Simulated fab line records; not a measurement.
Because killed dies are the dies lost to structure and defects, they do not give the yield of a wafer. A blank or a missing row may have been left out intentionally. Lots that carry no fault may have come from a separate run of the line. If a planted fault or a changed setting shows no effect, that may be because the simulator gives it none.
fab line records	flow n5-finfet
record: lots: 24	wafers: 72	last-day: 19
route steps=1938 shown BEOL_M3@966
lots with no fault: from the same line, run without faults
start-h: the number of hours between the record's first day and the start of the first shown wafer of the lot	wait-h: time in hours since the lot's previous step	" the same as in the row above	L1.1+2: a row that stands for several wafers	- either no value or no given start	* or withheld: withheld	< > ~ a bound
route shown NAME@n: a module of which the file shows steps, and the number in the route of the first	usual: mean/standard deviation taken from wafers without a fault	same: alike in all rows	chamber/n: place in a boat	sites: readings site by site	_std_site: standard deviation of those values	_edge_site: inner sites' mean taken away from outer sites' mean	radius-mm: how far each site lies from the wafer's centre	mask NAME#n: copy n	behind: tool/chamber where the wafer was last shaped	hold: what put the lot on hold/how long, in hours/how the hold closed	device: names the non-switching transistor (n, p or np)	end of line: tests run on the same wafers once the route is complete	a step with no rows: only its recipe	killed: at the first sort, the dies lost to defects and structure; wafer yield is something else	map: the dies of a wafer, with x for killed, . for not killed, _ for no die there
set.NAME: setting as actually run; set.NAME@STEP: the setting as run at that earlier step	model.NAME: the simulator's own value behind a step, which no gauge read
the route's steps for a sample of lots (tables are steps, rows are wafers)
services: the hour from which a tool's chamber was out of use, counted from the record's first day as start-h (under 0 if before that day), plus the number of hours and why
== steps ==
step: N5_BEOL_M3_CD_MEAS_28
recipe: target-cd-nm: 25.7	landing-energy-ev: 500	detector: se-inlens	target-cd-y-nm: 23.3	polarity: opening
usual: cd-nm: 25.74/0.24
lot.wafer	tool	chamber	start-h	wait-h	cd-nm
L074.1	cd-sem-03	0	153.96	-	25.80
L074.2	"	0	"	"	25.15
L074.3	"	0	"	"	25.50
L075.1	cd-sem-02	0	156.84	-	25.50
L075.4	"	0	"	"	25.76
L075.5	"	0	"	"	26.02
L076.1	cd-sem-03	0	158.16	-	25.99
L076.5	"	0	"	"	25.67
L076.6	"	0	"	"	25.53
L077.2	cd-sem-01	0	175.18	-	25.72
L077.3	"	0	"	"	25.92
L077.6	"	0	"	"	25.93
L078.2	cd-sem-03	0	175.87	-	25.85
L078.5	"	0	"	"	25.97
L078.6	"	0	"	"	25.56
L079.3	cd-sem-02	0	179.31	-	25.61
L079.4	"	0	"	"	25.66
L079.6	"	0	"	"	25.59
L080.1	cd-sem-01	0	186.46	-	25.89
L080.2	"	0	"	"	25.45
L080.6	"	0	"	"	25.54
L081.1	cd-sem-02	0	203.36	-	25.38
L081.3	"	0	"	"	25.72
L081.6	"	0	"	"	25.96
L082.1	cd-sem-03	0	211.73	-	25.70
L082.2	"	0	"	"	25.73
L082.6	"	0	"	"	25.97
L083.1	cd-sem-02	0	217.20	-	25.69
L083.3	"	0	"	"	26.17
L083.5	"	0	"	"	25.52
L084.1	cd-sem-02	0	219.96	-	26.35
L084.2	"	0	"	"	25.64
L084.5	"	0	"	"	25.78
L086.1	cd-sem-03	0	220.02	-	25.63
L086.4	"	0	"	"	25.96
L086.5	"	0	"	"	26.05
L085.1	cd-sem-03	0	227.87	-	26.05
L085.2	"	0	"	"	25.49
L085.6	"	0	"	"	25.82
L088.1	cd-sem-02	0	240.43	-	26.08
L088.2	"	0	"	"	25.69
L088.5	"	0	"	"	25.78
L087.1	cd-sem-03	0	240.62	-	25.51
L087.5	"	0	"	"	25.34
L087.6	"	0	"	"	25.31
L090.1	cd-sem-03	0	242.78	-	25.98
L090.4	"	0	"	"	25.67
L090.5	"	0	"	"	25.81
L089.1	cd-sem-03	0	244.45	-	25.91
L089.2	"	0	"	"	25.74
L089.5	"	0	"	"	25.83
L091.3	cd-sem-02	0	269.06	-	25.48
L091.4	"	0	"	"	25.64
L091.5	"	0	"	"	25.39
L092.1	cd-sem-03	0	271.90	-	25.58
L092.3	"	0	"	"	26.04
L092.5	"	0	"	"	25.58
L093.3	cd-sem-03	0	272.54	-	25.86
L093.5	"	0	"	"	25.83
L093.6	"	0	"	"	25.31
L094.1	cd-sem-02	0	275.36	-	25.38
L094.2	"	0	"	"	25.91
L094.4	"	0	"	"	25.44
L095.2	cd-sem-02	0	278.71	-	25.72
L095.5	"	0	"	"	26.23
L095.6	"	0	"	"	25.35
L096.1	cd-sem-02	0	287.55	-	25.73
L096.2	"	0	"	"	25.67
L096.3	"	0	"	"	25.20
L097.2	cd-sem-01	0	302.50	-	25.92
L097.4	"	0	"	"	25.67
L097.6	"	0	"	"	25.62
step: N5_BEOL_M3_INSPECT_30
recipe: mode: adi	inspect-instrument: brightfield
usual: raw-defect-count: 396/77
lot.wafer	tool	chamber	start-h	wait-h	raw-defect-count
L074.1	defect-inspect-01	-	154.04	0.1	381
L074.2	"	-	"	"	424
L074.3	"	-	"	"	397
L075.1	defect-inspect-01	-	156.93	0.1	535
L075.4	"	-	"	"	375
L075.5	"	-	"	"	510
L076.1	defect-inspect-01	-	158.25	0.1	382
L076.5	"	-	"	"	475
L076.6	"	-	"	"	523
L077.2	defect-inspect-01	-	175.27	0.0	469
L077.3	"	-	"	"	482
L077.6	"	-	"	"	466
L078.2	defect-inspect-02	-	175.96	0.0	355
L078.5	"	-	"	"	409
L078.6	"	-	"	"	363
L079.3	defect-inspect-02	-	179.40	0.0	464
L079.4	"	-	"	"	288
L079.6	"	-	"	"	446
L080.1	defect-inspect-01	-	186.54	0.1	394
L080.2	"	-	"	"	380
L080.6	"	-	"	"	405
L081.1	defect-inspect-01	-	203.45	0.1	412
L081.3	"	-	"	"	419
L081.6	"	-	"	"	496
L082.1	defect-inspect-01	-	211.82	0.1	442
L082.2	"	-	"	"	407
L082.6	"	-	"	"	421
L083.1	defect-inspect-01	-	217.29	0.1	434
L083.3	"	-	"	"	384
L083.5	"	-	"	"	378
L084.1	defect-inspect-01	-	220.05	0.1	218
L084.2	"	-	"	"	334
L084.5	"	-	"	"	184
L086.1	defect-inspect-02	-	220.11	0.1	403
L086.4	"	-	"	"	314
L086.5	"	-	"	"	316
L085.1	defect-inspect-01	-	227.96	0.1	312
L085.2	"	-	"	"	386
L085.6	"	-	"	"	323
L088.1	defect-inspect-01	-	240.52	0.1	444
L088.2	"	-	"	"	422
L088.5	"	-	"	"	476
L087.1	defect-inspect-01	-	240.70	0.1	527
L087.5	"	-	"	"	317
L087.6	"	-	"	"	457
L090.1	defect-inspect-02	-	242.87	0.1	479
L090.4	"	-	"	"	415
L090.5	"	-	"	"	405
L089.1	defect-inspect-02	-	244.54	0.1	417
L089.2	"	-	"	"	301
L089.5	"	-	"	"	329
L091.3	defect-inspect-01	-	269.15	0.0	446
L091.4	"	-	"	"	322
L091.5	"	-	"	"	437
L092.1	defect-inspect-01	-	271.99	0.1	483
L092.3	"	-	"	"	544
L092.5	"	-	"	"	546
L093.3	defect-inspect-01	-	272.63	0.0	524
L093.5	"	-	"	"	483
L093.6	"	-	"	"	510
L094.1	defect-inspect-02	-	275.45	0.1	330
L094.2	"	-	"	"	377
L094.4	"	-	"	"	359
L095.2	defect-inspect-02	-	278.79	0.0	402
L095.5	"	-	"	"	375
L095.6	"	-	"	"	579
L096.1	defect-inspect-01	-	287.64	0.1	391
L096.2	"	-	"	"	397
L096.3	"	-	"	"	432
L097.2	defect-inspect-02	-	302.59	0.0	413
L097.4	"	-	"	"	291
L097.6	"	-	"	"	440
step: N5_BEOL_M3_ETCH_77
recipe: chemistry: N2/H2	target: underlayer	target-depth-a: 65	mask-material: CAR-EUV	time-s: 5.2	ion-energy-ev: 200	pressure-mtorr: 30	source-w: 840	bias-w: 150	n2-flow-sccm: 200	h2-flow-sccm: 200	ends: cleared
usual: drypump-motor-current-A: 5.55/0.29	etch-rf-on-time-s: 5.17/0.081	oes-product-au: 0.65/0.057	rf-vpp-V: 523.4/2.5	showerhead-plenum-p-Torr: 2.52/0.089	throttle-valve-pct: 17.83/0.25
lot.wafer	tool	chamber	start-h	wait-h	drypump-motor-current-A	etch-rf-on-time-s	oes-product-au	rf-hours-counter-h	rf-vpp-V	showerhead-plenum-p-Torr	throttle-valve-pct
L074.1	rie-diel-03	1	154.11	0.0	5.23	5.24	0.67	128	518.5	2.34	17.50
L074.2	"	0	"	"	5.56	5.31	0.63	191	523.1	2.52	17.61
L074.3	"	3	"	"	5.72	5.30	0.60	216	525.0	2.52	18.15
L075.1	rie-diel-06	2	156.99	0.0	5.94	5.25	0.67	99	528.1	2.68	17.76
L075.4	"	0	"	"	5.44	5.13	0.75	46	525.3	2.59	17.49
L075.5	"	1	"	"	5.96	5.04	0.77	-	525.7	2.60	17.63
L076.1	rie-diel-03	1	158.57	0.0	5.21	5.21	0.67	129	518.5	2.34	17.50
L076.5	"	0	"	"	5.58	5.26	0.61	-	523.5	2.52	17.57
L076.6	"	3	"	"	5.70	5.27	0.60	-	521.5	2.52	18.18
L077.2	rie-diel-06	0	175.34	0.0	5.47	5.03	0.76	51	523.9	2.58	17.52
L077.3	"	1	"	"	5.96	5.07	0.77	26	525.0	2.59	17.62
L077.6	"	0	"	"	5.49	5.09	0.75	-	524.0	2.58	17.52
L078.2	rie-diel-03	2	176.03	0.0	5.30	5.21	0.64	165	522.3	2.54	18.34
L078.5	"	2	"	"	5.31	5.22	0.63	-	524.3	2.54	18.35
L078.6	"	3	"	"	5.71	5.22	0.61	-	521.8	2.52	18.19
L079.3	rie-diel-01	2	179.46	0.0	5.68	5.26	0.61	210	521.2	2.52	18.05
L079.4	"	0	"	"	5.09	5.10	0.72	72	523.0	2.57	17.93
L079.6	"	2	"	"	5.71	5.20	0.61	-	524.6	2.52	18.04
L080.1	rie-diel-03	2	186.61	0.0	5.31	5.25	0.63	169	523.1	2.53	18.33
L080.2	"	1	"	"	5.22	5.22	0.67	135	517.1	2.34	17.48
L080.6	"	3	"	"	5.70	5.24	0.60	-	524.0	2.52	18.17
L081.1	rie-diel-06	1	203.80	0.0	6.00	5.06	0.76	35	524.5	2.59	17.63
L081.3	"	0	"	"	5.49	5.09	0.74	59	525.7	2.58	17.50
L081.6	"	1	"	"	5.97	5.04	0.75	-	524.8	2.59	17.66
L082.1	rie-diel-03	0	211.89	0.0	5.55	5.28	0.62	208	524.4	2.51	17.62
L082.2	"	1	"	"	5.23	5.19	0.66	142	521.2	2.33	17.53
L082.6	"	1	"	"	5.22	5.13	0.65	-	518.4	2.33	17.52
L083.1	rie-diel-06	1	217.36	0.0	5.98	5.06	0.74	39	524.1	2.59	17.63
L083.3	"	0	"	"	5.44	5.04	0.74	63	526.3	2.58	17.51
L083.5	"	3	"	"	5.08	5.22	0.61	-	518.8	2.41	17.99
L084.1	rie-diel-03	1	220.12	0.0	5.24	5.15	0.66	144	519.1	2.33	17.54
L084.2	"	2	"	"	5.28	5.22	0.64	178	522.3	2.53	18.36
L084.5	"	1	"	"	5.22	5.13	0.66	-	518.1	2.33	17.52
L086.1	rie-diel-06	0	220.23	0.0	5.49	5.03	0.75	65	524.5	2.58	17.51
L086.4	"	1	"	"	5.98	5.06	0.76	-	525.8	2.59	17.62
L086.5	"	0	"	"	5.49	5.09	0.74	-	524.5	2.58	17.52
L085.1	rie-diel-01	1	228.03	0.0	5.59	5.16	0.61	227	525.7	2.62	18.02
L085.2	"	0	"	"	5.08	5.11	0.69	84	525.4	2.57	17.98
L085.6	"	2	"	"	5.70	5.20	0.60	-	522.4	2.51	18.07
L088.1	rie-diel-01	3	240.59	0.0	5.67	5.09	0.65	148	520.5	2.45	17.72
L088.2	"	2	"	"	5.69	5.22	0.60	232	523.8	2.51	18.08
L088.5	"	1	"	"	5.57	5.11	0.60	-	523.7	2.62	18.01
L087.1	rie-diel-01	2	240.77	0.0	5.68	5.27	0.60	232	522.3	2.51	18.10
L087.5	"	1	"	"	5.59	5.16	0.60	-	527.6	2.62	18.02
L087.6	"	2	"	"	5.69	5.21	0.60	-	522.7	2.51	18.12
L090.1	rie-diel-06	0	243.19	0.0	5.47	5.10	0.73	72	526.3	2.57	17.51
L090.4	"	2	"	"	5.96	5.16	0.66	122	526.8	2.67	17.82
L090.5	"	3	"	"	5.05	5.29	0.59	-	522.9	2.41	17.99
L089.1	rie-diel-06	0	244.61	0.0	5.46	5.16	0.72	73	525.0	2.57	17.53
L089.2	"	3	"	"	5.07	5.24	0.59	233	521.1	2.41	18.00
L089.5	"	2	"	"	5.97	5.21	0.67	-	528.2	2.67	17.79
L091.3	rie-diel-01	2	269.21	0.0	5.70	5.27	0.60	240	523.0	2.51	18.12
L091.4	"	3	"	"	5.66	5.16	0.63	155	523.0	2.45	17.75
L091.5	"	3	"	"	5.66	5.14	0.64	-	520.6	2.45	17.74
L092.1	rie-diel-01	1	272.06	0.0	5.57	5.14	0.59	241	526.8	2.62	18.02
L092.3	"	3	"	"	5.66	5.13	0.64	156	521.9	2.45	17.74
L092.5	"	3	"	"	5.68	5.12	0.64	-	522.3	2.45	17.77
L093.3	rie-diel-06	1	272.70	0.0	6.00	5.07	0.73	57	526.4	2.58	17.68
L093.5	"	0	"	"	5.46	5.08	0.72	-	523.5	2.57	17.55
L093.6	"	1	"	"	5.97	5.04	0.73	-	523.1	2.58	17.69
L094.1	rie-diel-03	1	275.51	0.0	5.22	5.24	0.65	165	521.2	2.32	17.56
L094.2	"	0	"	"	5.55	5.26	0.61	231	523.5	2.50	17.64
L094.4	"	0	"	"	5.57	5.23	0.61	-	522.0	2.50	17.64
L095.2	rie-diel-06	0	279.00	0.0	5.46	5.00	0.74	82	525.2	2.57	17.55
L095.5	"	0	"	"	5.46	4.99	0.73	-	525.6	2.57	17.55
L095.6	"	3	"	"	5.09	5.23	0.60	-	518.8	2.40	18.02
L096.1	rie-diel-01	2	287.70	0.0	5.69	5.25	0.59	246	521.0	2.51	18.14
L096.2	"	3	"	"	5.67	5.15	0.62	161	520.2	2.44	17.76
L096.3	"	1	"	"	5.59	5.14	0.58	245	525.3	2.62	18.05
L097.2	rie-diel-06	2	302.66	0.0	5.95	5.15	0.66	134	526.8	2.67	17.82
L097.4	"	3	"	"	5.06	5.22	0.59	246	521.0	2.40	18.02
L097.6	"	1	"	"	5.97	5.05	0.72	-	523.4	2.58	17.69
step: N5_BEOL_M3_ANNEAL_80
recipe: temp-c: 400	time-s: 240	ambient: vacuum
usual: heater-power-w: 816/79
lot.wafer	tool	chamber	start-h	wait-h	heater-power-w
L074.1	pvd-sputter-01	-	166.68	0.0	803
L074.2	"	-	"	"	787
L074.3	"	-	"	"	722
L075.1	pvd-sputter-03	-	167.56	0.0	787
L075.4	"	-	"	"	728
L075.5	"	-	"	"	746
L076.1	pvd-sputter-03	-	169.62	0.0	762
L076.5	"	-	"	"	826
L076.6	"	-	"	"	719
L077.2	pvd-sputter-03	-	179.91	0.0	750
L077.3	"	-	"	"	800
L077.6	"	-	"	"	822
L078.2	pvd-sputter-02	-	180.16	0.0	924
L078.5	"	-	"	"	1016
L078.6	"	-	"	"	757
L079.3	pvd-sputter-03	-	182.81	0.0	736
L079.4	"	-	"	"	873
L079.6	"	-	"	"	738
L080.1	pvd-sputter-03	-	203.21	0.0	751
L080.2	"	-	"	"	749
L080.6	"	-	"	"	756
L081.1	pvd-sputter-02	-	206.72	0.0	997
L081.3	"	-	"	"	804
L081.6	"	-	"	"	993
L082.1	pvd-sputter-02	-	216.57	0.0	796
L082.2	"	-	"	"	758
L082.6	"	-	"	"	889
L084.1	pvd-sputter-03	-	227.63	0.0	871
L084.2	"	-	"	"	709
L084.5	"	-	"	"	821
L085.1	pvd-sputter-01	-	230.38	0.0	792
L085.2	"	-	"	"	823
L085.6	"	-	"	"	800
L086.1	pvd-sputter-03	-	231.18	0.0	827
L086.4	"	-	"	"	759
L086.5	"	-	"	"	870
L083.1	pvd-sputter-01	-	232.22	0.0	792
L083.3	"	-	"	"	882
L083.5	"	-	"	"	908
L088.1	pvd-sputter-03	-	243.36	0.0	738
L088.2	"	-	"	"	751
L088.5	"	-	"	"	805
L087.1	pvd-sputter-03	-	246.34	0.0	725
L087.5	"	-	"	"	806
L087.6	"	-	"	"	754
L090.1	pvd-sputter-01	-	256.79	0.0	891
L090.4	"	-	"	"	710
L090.5	"	-	"	"	795
L089.1	pvd-sputter-02	-	259.91	0.0	798
L089.2	"	-	"	"	984
L089.5	"	-	"	"	979
L091.3	pvd-sputter-02	-	271.99	0.0	747
L091.4	"	-	"	"	908
L091.5	"	-	"	"	985
L092.1	pvd-sputter-02	-	275.81	0.0	985
L092.3	"	-	"	"	876
L092.5	"	-	"	"	744
L093.3	pvd-sputter-01	-	287.40	0.0	733
L093.5	"	-	"	"	788
L093.6	"	-	"	"	900
L094.1	pvd-sputter-01	-	289.24	0.0	928
L094.2	"	-	"	"	790
L094.4	"	-	"	"	796
L095.2	pvd-sputter-02	-	294.54	0.0	734
L095.5	"	-	"	"	742
L095.6	"	-	"	"	807
L096.1	pvd-sputter-01	-	295.07	0.0	778
L096.2	"	-	"	"	710
L096.3	"	-	"	"	793
L097.2	pvd-sputter-02	-	307.46	0.0	817
L097.4	"	-	"	"	892
L097.6	"	-	"	"	743
step: N5_BEOL_M3_SPUTTER_94
recipe: material: Cu	target-thk-a: 45	temp-c: -20	chamber-pressure-pa: 0.07	power-w: withheld	time-s: 8.29
usual: chuck-gas-flow-sccm: 1.26/0.051	throttle-valve-pct: 30.1/1.1
lot.wafer	tool	chamber	start-h	wait-h	chuck-gas-flow-sccm	throttle-valve-pct
L074.1	pvd-sputter-01	-	167.92	0.1	1.33	30.7
L074.2	"	-	"	"	1.19	27.6
L074.3	"	-	"	"	1.23	30.5
L075.1	pvd-sputter-03	-	168.80	0.1	1.27	30.8
L075.4	"	-	"	"	1.25	30.8
L075.5	"	-	"	"	1.24	30.8
L076.1	pvd-sputter-03	-	170.86	0.1	1.26	30.5
L076.5	"	-	"	"	1.25	31.0
L076.6	"	-	"	"	1.22	30.7
L077.2	pvd-sputter-03	-	181.15	0.1	1.29	30.3
L077.3	"	-	"	"	1.18	30.8
L077.6	"	-	"	"	1.25	31.0
L078.2	pvd-sputter-02	-	181.40	0.1	1.32	28.8
L078.5	"	-	"	"	1.29	31.7
L078.6	"	-	"	"	1.29	29.2
L079.3	pvd-sputter-03	-	184.05	0.1	1.30	30.5
L079.4	"	-	"	"	1.29	30.2
L079.6	"	-	"	"	1.32	30.4
L080.1	pvd-sputter-03	-	204.45	0.1	1.23	30.5
L080.2	"	-	"	"	1.24	30.8
L080.6	"	-	"	"	1.26	30.6
L081.1	pvd-sputter-02	-	207.96	0.1	1.24	31.3
L081.3	"	-	"	"	1.23	31.6
L081.6	"	-	"	"	1.33	31.4
L082.1	pvd-sputter-02	-	217.81	0.1	1.16	31.7
L082.2	"	-	"	"	1.21	29.5
L082.6	"	-	"	"	1.39	28.9
L084.1	pvd-sputter-03	-	228.87	0.1	1.24	29.9
L084.2	"	-	"	"	1.26	30.7
L084.5	"	-	"	"	1.20	30.9
L085.1	pvd-sputter-01	-	231.62	0.1	1.28	30.6
L085.2	"	-	"	"	1.20	27.4
L085.6	"	-	"	"	1.30	30.7
L086.1	pvd-sputter-03	-	232.42	0.1	1.25	30.9
L086.4	"	-	"	"	1.22	30.2
L086.5	"	-	"	"	1.25	30.0
L083.1	pvd-sputter-01	-	233.46	0.1	1.28	30.6
L083.3	"	-	"	"	1.25	29.2
L083.5	"	-	"	"	1.21	29.3
L088.1	pvd-sputter-03	-	244.60	0.1	1.31	30.2
L088.2	"	-	"	"	1.32	30.7
L088.5	"	-	"	"	1.28	30.8
L087.1	pvd-sputter-03	-	247.58	0.1	1.26	30.9
L087.5	"	-	"	"	1.32	30.7
L087.6	"	-	"	"	1.27	30.7
L090.1	pvd-sputter-01	-	258.03	0.1	1.22	29.2
L090.4	"	-	"	"	1.31	30.1
L090.5	"	-	"	"	1.30	30.5
L089.1	pvd-sputter-02	-	261.15	0.1	1.28	31.6
L089.2	"	-	"	"	1.31	31.6
L089.5	"	-	"	"	1.38	31.6
L091.3	pvd-sputter-02	-	273.23	0.1	1.31	29.5
L091.4	"	-	"	"	1.31	28.9
L091.5	"	-	"	"	1.19	31.5
L092.1	pvd-sputter-02	-	277.05	0.1	1.25	31.6
L092.3	"	-	"	"	1.34	28.9
L092.5	"	-	"	"	1.25	29.2
L093.3	pvd-sputter-01	-	288.64	0.1	1.17	30.1
L093.5	"	-	"	"	1.26	27.9
L093.6	"	-	"	"	1.28	29.1
L094.1	pvd-sputter-01	-	290.48	0.1	1.20	29.2
L094.2	"	-	"	"	1.29	27.6
L094.4	"	-	"	"	1.24	30.7
L095.2	pvd-sputter-02	-	295.78	0.1	1.31	29.4
L095.5	"	-	"	"	1.20	29.0
L095.6	"	-	"	"	1.21	31.9
L096.1	pvd-sputter-01	-	296.31	0.1	1.34	30.8
L096.2	"	-	"	"	1.20	30.0
L096.3	"	-	"	"	1.24	27.7
L097.2	pvd-sputter-02	-	308.70	0.1	1.31	31.6
L097.4	"	-	"	"	1.39	29.1
L097.6	"	-	"	"	1.27	29.3
step: N5_BEOL_M3_CMP_52
recipe: stop-on: SiOC	t-overpolish-s: 6.8	down-force-psi: 1	platen-rpm: 50	clearing-platen-down-force-psi: 1.5	clearing-platen-rpm: 50	post-cmp-clean: cu-alkaline	target-thk-nm: 40	clearing-platen-pad-velocity-m-s: 0.99484	pad-velocity-m-s: 0.99484
usual: barrier-field-endpoint-s: 24.8/0.52	motor-current-A: 6.0/0.49	overpolish-run-s: 6.798/0.0092	time-to-endpoint-s: 62.3/2.5
lot.wafer	tool	chamber	start-h	wait-h	barrier-field-endpoint-s	motor-current-A	overpolish-run-s	time-to-endpoint-s
L074.1	cmp-01	3	168.84	0.3	24.9	5.1	6.791	65.3
L074.3	"	0	"	"	24.6	5.7	6.793	64.4
L074.2	"	1	"	"	23.7	6.9	6.808	63.3
L075.1	cmp-02	3	169.55	0.3	24.8	5.9	6.785	66.4
L075.4	"	0	"	"	24.6	5.8	6.795	65.7
L075.5	"	3	"	"	24.2	6.1	6.800	65.9
L076.1	cmp-04	2	171.61	0.3	23.8	6.7	6.801	59.8
L076.5	"	1	"	"	24.1	6.0	6.800	58.0
L076.6	"	2	"	"	25.4	6.7	6.789	60.0
L077.3	cmp-01	0	181.86	0.2	24.8	5.9	6.794	64.2
L077.2	"	1	"	"	24.2	6.8	6.790	62.2
L077.6	"	0	"	"	25.2	5.8	6.804	63.5
L078.2	cmp-04	0	182.11	0.2	24.8	5.8	6.790	63.8
L078.5	"	0	"	"	26.0	5.8	6.780	65.5
L078.6	"	1	"	"	25.0	6.3	6.824	61.7
L079.4	cmp-01	2	184.76	0.1	26.0	5.8	6.804	67.2
L079.3	"	1	"	"	25.0	6.7	6.808	64.7
L079.6	"	2	"	"	25.4	5.7	6.798	67.1
L080.2	cmp-04	2	205.24	0.3	25.5	6.6	6.790	64.6
L080.1	"	3	"	"	24.6	6.0	6.802	61.9
L080.6	"	1	"	"	26.0	6.1	6.800	63.8
L081.3	cmp-01	2	208.71	0.2	25.4	5.7	6.789	68.2
L081.1	"	3	"	"	25.8	5.2	6.806	68.2
L081.6	"	2	"	"	24.8	5.9	6.806	65.6
L082.2	cmp-02	0	218.52	0.2	24.2	5.7	6.786	62.7
L082.1	"	2	"	"	24.6	6.4	6.781	62.0
L082.6	"	0	"	"	24.6	5.6	6.804	60.7
L084.2	cmp-01	1	229.59	0.2	24.2	7.0	6.791	63.1
L084.1	"	3	"	"	24.8	5.3	6.801	61.4
L084.5	"	2	"	"	24.9	5.9	6.802	64.8
L085.1	cmp-04	2	232.37	0.3	24.9	7.1	6.808	60.3
L085.2	"	0	"	"	25.5	5.7	6.805	65.8
L085.6	"	1	"	"	25.9	6.0	6.799	64.0
L086.4	cmp-01	0	233.14	0.1	24.9	5.5	6.815	63.7
L086.1	"	1	"	"	24.5	6.8	6.807	64.1
L086.5	"	1	"	"	24.8	6.7	6.804	62.6
L083.3	cmp-02	0	234.18	0.2	24.6	6.2	6.798	60.5
L083.1	"	1	"	"	24.3	5.5	6.821	59.7
L083.5	"	1	"	"	24.8	6.1	6.795	59.8
L088.2	cmp-02	1	245.31	0.2	25.3	5.7	6.788	60.5
L088.1	"	3	"	"	24.8	6.1	6.809	63.7
L088.5	"	1	"	"	24.8	5.4	6.821	65.6
L087.1	cmp-04	3	248.29	0.3	25.1	5.8	6.794	59.6
L087.6	"	3	"	"	24.6	6.1	6.797	60.8
L087.5	"	0	"	"	25.8	5.9	6.809	66.3
L090.1	cmp-02	2	258.86	0.4	24.0	6.3	6.796	62.7
L090.4	"	3	"	"	24.9	5.9	6.795	67.0
L090.5	"	2	"	"	24.6	6.5	6.777	62.1
L089.2	cmp-02	0	261.90	0.2	24.7	5.7	6.809	60.8
L089.1	"	1	"	"	23.9	5.3	6.796	58.9
L089.5	"	3	"	"	25.3	5.8	6.793	59.7
L091.3	cmp-01	0	273.95	0.2	24.6	5.8	6.813	61.5
L091.4	"	1	"	"	24.4	7.0	6.797	61.4
L091.5	"	0	"	"	24.5	5.9	6.808	60.2
L092.3	cmp-02	0	277.80	0.2	24.4	5.7	6.809	61.4
L092.1	"	2	"	"	24.6	6.4	6.790	59.7
L092.5	"	3	"	"	24.8	5.8	6.824	63.1
L093.3	cmp-01	1	292.70	3.5	24.5	6.5	6.789	60.0
L093.6	"	3	"	"	26.0	4.8	6.802	64.0
L093.5	"	0	"	"	25.6	6.1	6.803	61.4
L094.4	cmp-04	2	292.73	1.6	24.4	6.8	6.809	61.7
L094.1	"	0	"	"	24.0	5.9	6.805	61.7
L094.2	"	1	"	"	23.7	6.4	6.795	61.3
L095.2	cmp-02	1	296.74	0.2	24.7	5.2	6.794	63.7
L095.6	"	1	"	"	24.2	5.4	6.797	63.8
L095.5	"	2	"	"	25.3	6.4	6.805	63.6
L096.2	cmp-02	1	297.04	0.2	25.0	5.3	6.792	61.8
L096.1	"	2	"	"	25.3	6.3	6.818	62.2
L096.3	"	3	"	"	26.1	6.3	6.805	65.1
L097.2	cmp-04	1	309.50	0.2	24.9	6.4	6.796	60.8
L097.4	"	0	"	"	25.1	5.8	6.778	56.7
L097.6	"	2	"	"	25.7	6.7	6.801	61.5
== services ==
tool	chamber	start-h	hours	kind
rie-diel-01	0	135.30	1.6	repair
cmp-04	-	136.09	0.9	repair
cmp-02	-	139.93	1.2	repair
rie-diel-06	2	146.56	6.0	repair
cmp-02	-	149.79	7.9	repair
rie-diel-03	2	152.31	9.3	repair
rie-diel-03	1	174.66	6.3	repair
cmp-02	-	182.65	1.8	repair
pvd-sputter-03	-	186.76	4.3	repair
cmp-04	-	192.98	3.4	pm
cmp-01	-	195.17	1.2	repair
cmp-02	-	197.24	7.9	pm
rie-diel-01	0	210.39	10.2	repair
cmp-02	-	227.28	4.0	pm
cmp-01	-	237.79	4.0	pm
rie-diel-03	2	241.27	5.7	repair
rie-diel-03	3	244.60	9.1	repair
cmp-02	-	248.20	7.1	repair
cmp-04	-	255.24	0.7	repair
rie-diel-06	2	269.26	3.9	repair
rie-diel-01	0	275.92	17.7	repair
cmp-02	-	278.99	1.1	repair
cmp-02	-	289.69	5.1	repair
cmp-04	-	306.38	0.4	repair
== key ==
fault none
